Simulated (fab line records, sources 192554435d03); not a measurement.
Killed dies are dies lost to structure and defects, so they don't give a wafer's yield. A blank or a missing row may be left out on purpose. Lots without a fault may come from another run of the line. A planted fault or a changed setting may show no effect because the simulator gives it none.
A struck lot beside a sound one | flow n5_finfet | 14 steps out of a route of 1938
Sound: wafers L515.2, L515.3, L515.5. Struck: wafers L525.2, L525.3, L525.6. The cause comes at the end.
At each step with rows: each side's tool, then ch and its chambers, then its first start. Under that, the readings that differ: sound wafers | struck wafers | difference of the means | sigmas: that difference in standard deviations of wafers without a fault.
alike: readings whose means differ by less than 2 such deviations, and words and numbers that are the same on both sides. not compared: withheld readings, readings that some wafer has no value for, bounds like >300 that may hide the same value, and numbers for which the record gives no deviation and whose values overlap.
The two part at a step that has a row with sigmas, a row that says differs or no value, or rows on one side only. Numbers that don't overlap but have no deviation are shown without sigmas and don't part them. A reading that every wafer of one side lacks parts them only if that side has two wafers or more.

N5_ZERO_LAYER_CD_MEAS_11: target cd 2000 nm.
  sound on cd_sem-03 ch 0, day 1 12:40; struck on cd_sem-03 ch 0, day 4 00:46
  alike: cd_nm
N5_ZERO_LAYER_DESCUM_16: chemistry O2, time 7.9 s.
  sound on rie_diel-02 ch 0,1, day 1 12:42; struck on rie_diel-02 ch 0,1,2, day 4 00:48
  alike: bias_power_w, drypump_motor_current_A, oes_product_au, rf_vpp_V, showerhead_plenum_p_Torr, throttle_valve_pct
  not compared: rf_hours_counter_h
N5_ZERO_LAYER_ETCH_17: etches SiO2 in CF4, target depth 12 nm, time 13.3 s.
  sound on rie_diel-02 ch 0,1, day 1 12:44; struck on rie_diel-02 ch 0,1,2, day 4 00:50
  alike: drypump_motor_current_A, oes_product_au, rf_vpp_V, showerhead_plenum_p_Torr, throttle_valve_pct
  not compared: rf_hours_counter_h
N5_ZERO_LAYER_ETCH_18: etches Si in HBr/Cl2, target depth 120 nm, time 40 s.
  sound on rie_si-01 ch 0,3, day 1 12:48; struck on rie_si-06 ch 1,3, day 4 00:55
  alike: drypump_motor_current_A, oes_product_au, throttle_valve_pct
  not compared: rf_hours_counter_h
N5_ZERO_LAYER_STRIP_24: strips in O2.
  sound on plasma_asher-02 ch 0,1, day 1 12:55; struck on plasma_asher-01 ch 1, day 4 01:01
  reading            | sound       | struck      | difference | sigmas
  heater_power_w (W) | 293 293 293 | 332 336 328 | +39        | +2
  alike: drypump_motor_current_A, oes_product_au, strip_time_to_endpoint_s
  not compared: rf_hours_counter_h
then, 1 step without rows for these wafers: N5_ZERO_LAYER_STRIP_19 (strips in SPM, time 900 s).
N5_ZERO_LAYER_INSPECT_20: inspects for defects (darkfield).
  sound on defect_inspect-02, day 1 13:16; struck on defect_inspect-01, day 4 01:23
  alike: raw_defect_count
then, 5 steps without rows for these wafers: N5_WELL_APT_HMDS_01 (time 60 s); N5_WELL_APT_COAT_02 (resist thk 950 nm); N5_WELL_APT_EBR_04; N5_WELL_APT_SOFTBAKE_03 (time 60 s); N5_WELL_APT_EXPOSE_05 (exposes mask NWELL, defocus 0 nm, target cd 200 nm).
N5_WELL_APT_PEB_06: peb time 90 s.
  sound on litho_track-01 ch 0, day 1 13:28; struck on litho_track-01, day 4 01:41
  no value came back on the struck wafers for chill_plate_temp_C (C), exhaust_pa (Pa), peb_time_s (s); on the sound wafers chill_plate_temp_C (C) reads 23.00 23.01 22.98
then, 1 step without rows for these wafers: N5_WELL_APT_DEVELOP_07 (develop time 45 s).

WHERE THEY PART
First at N5_ZERO_LAYER_STRIP_24; last, within this record, at N5_WELL_APT_PEB_06.

WHY: what the simulator had put in
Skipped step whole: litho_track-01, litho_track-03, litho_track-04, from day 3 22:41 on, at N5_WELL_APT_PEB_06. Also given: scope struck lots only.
